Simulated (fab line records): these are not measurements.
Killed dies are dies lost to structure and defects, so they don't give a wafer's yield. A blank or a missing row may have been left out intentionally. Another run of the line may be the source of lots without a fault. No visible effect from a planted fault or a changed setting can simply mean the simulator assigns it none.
Matching of chambers | flow nand_harc | rie_diel-04 running NHARC_A_STAIRCASE_DESCUM_252: 4 sister chambers
The step chemistry O2, time 3 s. 4 wafers are shown with their chamber, then 7 later ones without.

EACH WAFER AND ITS CHAMBER
wafer  | chamber | showerhead_plenum_p_Torr (Torr)
L083.1 | 2       | 1.78
L086.6 | 3       | 1.81
L091.3 | 1       | 1.88
L091.5 | 0       | 2.02

WAFERS WITHOUT THEIR CHAMBER
wafer  | showerhead_plenum_p_Torr (Torr)
L091.6 | 1.81
L096.1 | 1.80
L096.2 | 2.01
L096.3 | 1.87
L097.2 | 2.07
L097.4 | 1.80
L097.6 | 2.07

WHICH CHAMBER EACH WENT THROUGH
wafer  | from the rows above     | in truth
L091.6 | can't be placed: 3 or 2 | 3
L096.1 | can't be placed: 3 or 2 | 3
L096.2 | 0                       | 0
L096.3 | can't be placed: 1 or 3 | 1
L097.2 | 0                       | 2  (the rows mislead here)
L097.4 | can't be placed: 3 or 2 | 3
L097.6 | 0                       | 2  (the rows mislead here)
Correctly placed: 1 of 7. Unplaceable from these rows: 4, with the true chamber sitting among the candidates in 4. Wrongly placed: 2.
How it was worked out, from the rows above alone: a wafer's distance from a chamber is the root of the sum, over the readings, of the square of ((its reading less the chamber's mean) divided by the reading's scatter). If the next closest chamber is less than 2 further off than the closest, the wafer can't be placed; otherwise it belongs to the closest. For every chamber, the mean is computed from those of its wafers that are shown. The scatter: with one shown wafer a chamber, the root of the mean of the squares of how far each hidden wafer lies from its nearest shown one.
